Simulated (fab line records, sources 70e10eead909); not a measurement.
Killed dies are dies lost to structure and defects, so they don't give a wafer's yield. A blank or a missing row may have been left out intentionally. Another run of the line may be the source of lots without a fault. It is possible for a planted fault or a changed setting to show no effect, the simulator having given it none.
8D (eight disciplines) problem report, filled in by code ; flow nand-harc ; the parts of the form that need people (team, actions taken, sign-off) are left out

== 1. THE PROBLEM ==
At NHARC_END_SORT_01, killed-dies averages 111 over 3 wafers from 2 lots, while fault-free wafers read 32, standard deviation 11. Relative to the usual mean, that is a shift of +7.2 standard deviations.
The first sign was on wafer L462.3 at day 21 13:38, on prober-01. The record holds 3 wafers of 2 lots with a number at this step. By rule, "out" or "out of limits" means more than 4 standard deviations away from the usual mean. The other wafers with a number count as sound.

== 2. WHAT IT IS, AND WHAT IT ISN'T ==
question;is;is not
which readings at this step;killed-dies, killed-at-array;killed-at-other, killed-open, killed-short
which lots;L462, L466;-
which wafers of those lots;all that have a number;-
read on which gauges;prober-01, prober-02;-
when;from day 21 13:38;up to then (0 sound wafers)

== 3. WHAT RULES OUT EACH SUSPECT ==
Counting: a tool at any process step up to the reading remains a suspect when it ran all the lots that are out and ran no sound lot after the first of those.
- ruled out: the gauge at NHARC_END_SORT_01. Those wafers that are out were read across 2 gauges (prober-01, prober-02).
- har-cap-etch-01 at NHARC_A_CONTACT_ETCH_124 (etches the open film in C4F8/O2/Ar, time 140 s, target depth 700 nm): kept. It ran every lot that is out, first L462 (day 17 22:13), and no sound lot after that.
After counting, what remains is har-cap-etch-01 at NHARC_A_CONTACT_ETCH_124.

== 4. THE CAUSE (what the simulator had put in) ==
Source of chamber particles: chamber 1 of har-cap-etch-01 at NHARC_A_CONTACT_ETCH_124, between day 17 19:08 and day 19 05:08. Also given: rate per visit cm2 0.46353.
The count eliminated every tool but this one.

== 5. THE EFFECT CHAIN, in route order ==
One row per reading whose mean, taken over the struck wafers that have a number, lies over 3 standard deviations from the usual. Scope: only readings with a usual standard deviation given in the record; hours: median across lots of the time from each lot's start at the first step in this table that gives one to its start at this step; sigmas: change in usual standard deviations.
hours;step;reading;usual;on struck wafers;change;sigmas
0;NHARC_END_SORT_01;killed-at-array;29;106;+77;+7.0
0;NHARC_END_SORT_01;killed-dies;32;111;+79;+7.2

== 6. HOW IT WOULD HAVE BEEN CAUGHT EARLIER ==
Counted from the fault's start at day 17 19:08, it took 90 hours until the first out-of-limits reading at a measuring or inspecting step in this record, taken at day 21 13:38.
The start of NHARC_A_CONTACT_ETCH_124 on har-cap-etch-01 came by day 21 13:38 for every one of the lots that are out (2). Tool hold at that time: it would have spared none of them.
